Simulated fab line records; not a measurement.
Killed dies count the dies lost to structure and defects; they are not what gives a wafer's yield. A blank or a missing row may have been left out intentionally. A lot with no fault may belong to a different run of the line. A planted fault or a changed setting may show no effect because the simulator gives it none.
Chamber matching	flow n5_finfet	3 sister chambers for N5_BEOL_M10_CURE_71 on uv_cure-03
The step cures SiCOH lowk, time 240 s. 6 wafers are shown with their chamber, then 8 later ones without.

== EACH WAFER AND ITS CHAMBER ==
wafer	chamber	wafer_temp_C_max	lamp_power_pct (%)
L076.4	2	386.5	52.35
L076.6	2	386.5	52.29
L075.6	1	387.1	52.31
L083.4	0	386.3	52.27
L083.6	0	386.3	52.31
L091.2	1	387.3	52.28

== WAFERS WITH NO CHAMBER GIVEN ==
wafer	wafer_temp_C_max	lamp_power_pct (%)
L091.5	387.3	52.24
L091.6	386.6	52.29
L093.2	386.1	52.29
L093.3	386.4	52.39
L093.4	385.6	52.36
L096.1	387.2	52.31
L096.2	386.6	52.21
L096.5	387.0	52.36

== WHICH CHAMBER EACH WENT THROUGH ==
wafer	from the rows above	in truth
L091.5	1	1
L091.6	2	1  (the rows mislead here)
L093.2	0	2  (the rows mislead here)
L093.3	can't be placed: 2 or 0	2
L093.4	0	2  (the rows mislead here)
L096.1	1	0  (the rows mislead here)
L096.2	can't be placed: 2 or 0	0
L096.5	1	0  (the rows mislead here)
1 of 8 placed correctly. Can't be placed from these rows: 2 (the true chamber is among the candidates in 2). Wrongly placed: 5.
How it was worked out, from the rows above alone: a wafer's distance from a chamber is the root of the sum, over the readings, of the square of ((its reading less the chamber's mean) divided by the reading's scatter). The wafer belongs to the nearest chamber; if the next one is less than 2 further off, it can't be placed. A chamber's mean is the mean of its shown wafers. How the scatter is found: for the shown wafers, subtract from each reading the mean of its chamber, square and add these, divide the total by (wafers less chambers), then take the root.
